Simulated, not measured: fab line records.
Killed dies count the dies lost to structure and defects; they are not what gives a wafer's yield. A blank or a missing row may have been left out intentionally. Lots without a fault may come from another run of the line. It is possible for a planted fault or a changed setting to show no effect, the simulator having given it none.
Which of the tools did it? | flow n5-finfet | Sampling: 6 lots, 17 wafers, 4 of 1938 route steps

WHAT THE GAUGES SHOWED, per wafer
N5_BEOL_M4_RC_MEAS_101.
lot  | measured     | on        | DIBL_N (mV/V)
L708 | day 8 23:31  | prober-02 | 37.9 36.7 37.4
L710 | day 9 02:35  | prober-02 | 37.0 36.6
L721 | day 12 06:50 | prober-01 | 35.0 32.5 33.6
L723 | day 13 03:28 | prober-02 | 33.3 35.9 33.4
L727 | day 14 12:02 | prober-01 | 33.1 32.8 33.7

EACH LOT AND THE TOOL THAT RAN IT (in order: tool; ch and the chambers of the sampled wafers; start)
lot  | N5_BEOL_M0_SAQP_STRIP_75           | N5_BEOL_M0_STRIP_140               | N5_BEOL_M0_WET_ETCH_106
L708 | rie-diel-01 ch 2,3, day 6 11:38    | rie-diel-03 ch 1,2, day 6 13:15    | wet-bench-02 ch 0,4,7, day 6 13:20
L710 | rie-diel-06 ch 0,1, day 6 23:27    | rie-diel-02 ch 1,2, day 7 01:29    | wet-bench-02 ch 5,7, day 7 01:34
L713 | rie-diel-05 ch 0,1,3, day 7 15:12  | rie-diel-02 ch 1,2,3, day 7 16:19  | wet-bench-01 ch 5,6,7, day 7 16:25
L721 | rie-diel-06 ch 1,2,3, day 9 20:57  | rie-diel-03 ch 1,2, day 9 22:25    | wet-bench-04 ch 2,3,7, day 9 22:31
L723 | rie-diel-06 ch 1,2,3, day 10 15:25 | rie-diel-03 ch 0,2, day 10 18:57   | wet-bench-02 ch 0,4,6, day 10 19:02
L727 | rie-diel-06 ch 1,3, day 11 08:10   | rie-diel-02 ch 0,2,3, day 11 11:17 | wet-bench-01 ch 3,5,6, day 11 11:22
- N5_BEOL_M0_SAQP_STRIP_75: strips in CF4.
- N5_BEOL_M0_STRIP_140: strips in CF4.
- N5_BEOL_M0_WET_ETCH_106: etches SiO2 in DHF, target depth 130 nm, rinse time 30 s.

THE ANSWER, worked out from the rows above alone
Rule: usual is defined by the lots themselves. Put in order of their means at a reading, lots are off if they are a third of the lots or fewer, leave a main group of 4 or more, and stand apart from it by a gap of 3 or more times the standard deviation of the main group's means; of several such gaps the widest counts. The tables above print the reading to a certain number of digits; a main group whose means all agree to those digits is not used. Also off: a lot with no number at a reading for which 4 or more lots have one. Where the step has rows for the other lots, those lots are counted as sound.
No lot is off on any of the readings shown, so nothing can be concluded from this.

WHAT THE SIMULATOR HAD INSERTED
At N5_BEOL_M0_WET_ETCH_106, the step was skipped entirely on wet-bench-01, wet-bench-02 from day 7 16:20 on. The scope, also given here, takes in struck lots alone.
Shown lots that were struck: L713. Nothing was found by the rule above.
